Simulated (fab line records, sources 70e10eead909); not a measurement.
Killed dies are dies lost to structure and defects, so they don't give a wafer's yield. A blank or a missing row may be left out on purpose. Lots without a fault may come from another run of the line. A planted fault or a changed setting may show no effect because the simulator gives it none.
Chamber matching | flow nand_harc | NHARC_A_CONTACT_ETCH_92 on rie_diel-02: 4 sister chambers
The step etches the open film in CH3F/O2, target depth 40 nm, time 85.7 s. 4 wafers are shown with their chamber, then 7 later ones without.

WAFERS WITH THEIR CHAMBER
wafer  | chamber | rf_vpp_V (V)
L986.5 | 1       | 247.2
L986.6 | 2       | 242.3
L990.2 | 0       | 244.3
L990.3 | 3       | 246.1

WAFERS WITHOUT THEIR CHAMBER
wafer  | rf_vpp_V (V)
L990.5 | 247.3
L989.4 | 246.0
L989.5 | 244.7
L989.6 | 242.3
L100.1 | 245.3
L100.2 | 246.1
L100.5 | 244.8

WHICH CHAMBER EACH WENT THROUGH
wafer  | from the rows above     | in truth
L990.5 | 1                       | 1
L989.4 | 3                       | 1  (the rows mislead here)
L989.5 | 0                       | 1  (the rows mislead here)
L989.6 | 2                       | 2
L100.1 | can't be placed: 3 or 0 | 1
L100.2 | 3                       | 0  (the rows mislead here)
L100.5 | 0                       | 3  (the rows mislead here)
Placed correctly: 2 of 7. Can't be placed from these rows: 1 (the true chamber is among the candidates in 0). Placed wrongly: 4.
How it was worked out, from the rows above alone: a wafer's distance from a chamber is the root of the sum, over the readings, of the square of ((its reading less the chamber's mean) divided by the reading's scatter). The wafer belongs to the nearest chamber; if the next one is less than 2 further off, it can't be placed. A chamber's mean is the mean of its shown wafers. The scatter: with one shown wafer a chamber, the root of the mean of the squares of how far each hidden wafer lies from its nearest shown one.
